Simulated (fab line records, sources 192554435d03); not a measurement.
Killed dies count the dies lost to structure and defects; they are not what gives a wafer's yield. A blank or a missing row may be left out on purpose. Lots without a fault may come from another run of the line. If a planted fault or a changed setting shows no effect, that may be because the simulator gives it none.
Matching of chambers -- flow n5 finfet -- N5_BEOL_M5_CURE_80 on uv cure-02 has 3 sister chambers
The step cures SiCOH lowk, time 120 s. 3 wafers are shown with their chamber, then 11 later ones without.

## WAFERS, EACH WITH ITS CHAMBER
wafer,chamber,wafer_temp_C_max
L091.6,0,371.7
L093.5,2,371.4
L094.1,1,371.8

## WAFERS WITH NO CHAMBER GIVEN
wafer,wafer_temp_C_max
L094.2,371.3
L094.4,371.5
L095.1,372.2
L095.3,372.3
L095.6,372.3
L097.1,371.8
L097.4,372.3
L097.6,371.9
L096.2,372.0
L096.5,371.3
L096.6,371.5

## WHICH CHAMBER EACH WENT THROUGH
wafer,from the rows above,in truth
L094.2,can't be placed: 2 or 0 or 1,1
L094.4,can't be placed: 2 or 0 or 1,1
L095.1,can't be placed: 1 or 0 or 2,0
L095.3,can't be placed: 1 or 0 or 2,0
L095.6,can't be placed: 1 or 0 or 2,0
L097.1,can't be placed: 1 or 0 or 2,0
L097.4,can't be placed: 1 or 0 or 2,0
L097.6,can't be placed: 1 or 0 or 2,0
L096.2,can't be placed: 1 or 0 or 2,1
L096.5,can't be placed: 2 or 0 or 1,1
L096.6,can't be placed: 2 or 0 or 1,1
Correct placement for 0 of the 11. Not placeable from these rows: 11 (in 11, the candidates include the true chamber). Placed wrongly: 0.
How it was worked out, from the rows above alone: a wafer's distance from a chamber is the root of the sum, over the readings, of the square of ((its reading less the chamber's mean) divided by the reading's scatter). If the next closest chamber is less than 2 further off than the closest, the wafer can't be placed; otherwise it belongs to the closest. Each chamber's mean is taken over the wafers shown for it. The scatter (one wafer shown for each chamber): square how far every hidden wafer sits from the nearest shown wafer, average those squares and take the square root.
